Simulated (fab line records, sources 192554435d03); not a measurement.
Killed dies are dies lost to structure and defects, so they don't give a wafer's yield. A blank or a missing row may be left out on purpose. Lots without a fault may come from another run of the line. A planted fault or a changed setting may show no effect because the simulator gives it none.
Split-lot experiment | flow n5_finfet | 7 lots, 21 wafers read, on a route of 1938 steps

THE SPLIT
At N5_BEOL_M0_CUTY_COAT_51 (resist thk 150 nm), the setting spin_rpm was moved away from the recipe's 1500 rpm on 9 of the 21 wafers read, by -10.1% to +8.1%. The other wafers ran this setting at the recipe's value.

FROM THE SPLIT TO THE READING: what the file shows between them, 5 steps
- N5_BEOL_M0_CUTY_EBR_52
- N5_BEOL_M0_CUTY_SOFTBAKE_53: time 60 s
- N5_BEOL_M0_CUTY_EXPOSE_54: exposes mask M0 ABLK
- N5_BEOL_M0_CUTY_PEB_55: peb time 60 s
- N5_BEOL_M0_CUTY_DEVELOP_56: develop time 30 s

THE READING
CAR-ArF-block_of_BEOL_M0_CUTY_COAT_51.thk_nm (the simulator's own value, which no gauge read), in nm, at N5_BEOL_M0_CUTY_DESCUM_61 (chemistry O2, time 7.9 s). The file gives no usual value for it. The 12 wafers here that ran the recipe average 143.4 nm, standard deviation 0.47 nm.

wafer  | tool, chamber at the split | spin_rpm as run, rpm | against the recipe | CAR-ArF-block_of_BEOL_M0_CUTY_COAT_51.thk_nm, nm | against lot-mates on the recipe
L075.1 | litho_track-02, 0          | 1500                 | recipe             | 142.6                                            | -
L075.5 | litho_track-02, 0          | 1442                 | -3.9%              | 146.4                                            | +3.8
L075.6 | litho_track-02, 0          | 1442                 | -3.9%              | 146                                              | +3.4
L076.1 | litho_track-03, 0          | 1447                 | -3.5%              | 144.8                                            | +1.9
L076.3 | litho_track-03, 0          | 1500                 | recipe             | 142.6                                            | -
L076.6 | litho_track-03, 0          | 1500                 | recipe             | 143.2                                            | -
L078.4 | litho_track-02, 0          | 1500                 | recipe             | 143.6                                            | -
L078.5 | litho_track-02, 0          | 1621                 | +8.1%              | 137.4                                            | -6.2
L078.6 | litho_track-02, 0          | 1621                 | +8.1%              | 137.6                                            | -6.0
L081.2 | litho_track-02, 0          | 1500                 | recipe             | 143.6                                            | -
L081.4 | litho_track-02, 0          | 1500                 | recipe             | 143.6                                            | -
L081.5 | litho_track-02, 0          | 1500                 | recipe             | 143.8                                            | -
L085.1 | litho_track-03, 0          | 1500                 | recipe             | 143.6                                            | -
L085.3 | litho_track-03, 0          | 1500                 | recipe             | 143.4                                            | -
L085.5 | litho_track-03, 0          | 1500                 | recipe             | 143.2                                            | -
L090.1 | litho_track-03, 0          | 1500                 | recipe             | 144.4                                            | -
L090.4 | litho_track-03, 0          | 1349                 | -10.1%             | 152                                              | +8.1
L090.5 | litho_track-03, 0          | 1500                 | recipe             | 143.4                                            | -
L095.1 | litho_track-02, 0          | 1434                 | -4.4%              | 146.8                                            | no lot-mate on the recipe
L095.2 | litho_track-02, 0          | 1434                 | -4.4%              | 146                                              | no lot-mate on the recipe
L095.3 | litho_track-02, 0          | 1434                 | -4.4%              | 146.6                                            | no lot-mate on the recipe

THE FIT
A straight line over all 21 wafers: CAR-ArF-block_of_BEOL_M0_CUTY_COAT_51.thk_nm changes by -0.751 nm for each +1% of spin_rpm; r = -0.98; the points scatter about the line by 0.56 nm.
The same after taking each lot's own level away (the mean of its wafers on the recipe; 18 wafers): -0.782 nm for each +1%; r = -0.99; scatter 0.39 nm.
On that fit, the largest move of spin_rpm shifts the reading by 7.9 nm.
The lots' own levels span 142.60 to 143.90 nm, that is 2.8 times the standard deviation above.
So the lot-to-lot level changes the slope little: the two slopes agree.
Check: with one of the wafers moved furthest among these (-10.1%) left out of the fit, the line predicts +7.81 nm for it against its lot-mates. It came out at +8.1 nm against them.

OTHER SPLITS ON THESE WAFERS
These wafers also went through other splits before the reading. Each is held against what the fit with the lots' levels taken away leaves over:
other split on the same wafers    | wafers away from the commonest value | r with CAR-ArF-block_of_BEOL_M0_CUTY_COAT_51.thk_nm (lot level and that fit taken away)
N5_GATE_CUT_COAT_07 spin_rpm      | 3                                    | -0.32
N5_MOL_CONTACT_COAG_ALD_27 time_s | 7                                    | +0.25
N5_BEOL_M0_SAQP_ETCH_107 bias_w   | 3                                    | -0.25

THE WHOLE CHAIN: every reading that the file lists as answering this split, in the file's order
step                       | what it does             | reading                                                                                       | change (the file's fit)               | r (the file's)
N5_BEOL_M0_CUTY_COAT_51    | resist thk 150 nm        | CAR-ArF-block_of_BEOL_M0_CUTY_COAT_51.thk_nm (the simulator's own value, which no gauge read) | -0.787 nm for each +1% of the setting | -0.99
N5_BEOL_M0_CUTY_DEVELOP_56 | develop time 30 s        | CAR-ArF-block_of_BEOL_M0_CUTY_COAT_51.thk_nm (the simulator's own value, which no gauge read) | -0.796 nm for each +1% of the setting | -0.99
N5_BEOL_M0_CUTY_DESCUM_61  | chemistry O2, time 7.9 s | CAR-ArF-block_of_BEOL_M0_CUTY_COAT_51.thk_nm (the simulator's own value, which no gauge read) | -0.781 nm for each +1% of the setting | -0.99

THE FILE'S OWN FIT
CAR-ArF-block_of_BEOL_M0_CUTY_COAT_51.thk_nm changes by -0.781 nm for each +1% of spin_rpm, r = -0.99.
